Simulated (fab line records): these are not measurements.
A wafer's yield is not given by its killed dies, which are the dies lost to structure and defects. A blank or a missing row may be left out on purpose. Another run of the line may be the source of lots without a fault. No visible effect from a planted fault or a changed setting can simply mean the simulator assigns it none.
Chamber matching -- flow n5-finfet -- 3 sister chambers for N5_BEOL_M4_PRE_CLEAN_60 on cvd-co-01
The step time 15 s. 3 wafers are shown with their chamber, then 7 later ones without.

## WAFERS WITH THEIR CHAMBER
wafer,chamber,heater-power-w (W)
L362.5,2,118
L362.6,1,78
L365.4,0,79

## WAFERS WHOSE CHAMBER IS MISSING
wafer,heater-power-w (W)
L365.5,119
L365.6,77
L366.2,119
L366.4,77
L371.1,120
L371.5,118
L371.6,76

## WHICH CHAMBER EACH WENT THROUGH
wafer,from the rows above,in truth
L365.5,2,2
L365.6,can't be placed: 1 or 0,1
L366.2,2,2
L366.4,can't be placed: 1 or 0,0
L371.1,2,2
L371.5,2,2
L371.6,can't be placed: 1 or 0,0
4 of 7 placed correctly. Cannot be placed on the basis of these rows: 3; the candidates contain the true chamber in 3. Wrongly placed: 0.
How it was worked out, from the rows above alone: a wafer's distance from a chamber is the root of the sum, over the readings, of the square of ((its reading less the chamber's mean) divided by the reading's scatter). If the next closest chamber is less than 2 further off than the closest, the wafer can't be placed; otherwise it belongs to the closest. A chamber's mean is the mean of its shown wafers. The scatter (one wafer shown for each chamber): square how far every hidden wafer sits from the nearest shown wafer, average those squares and take the square root.
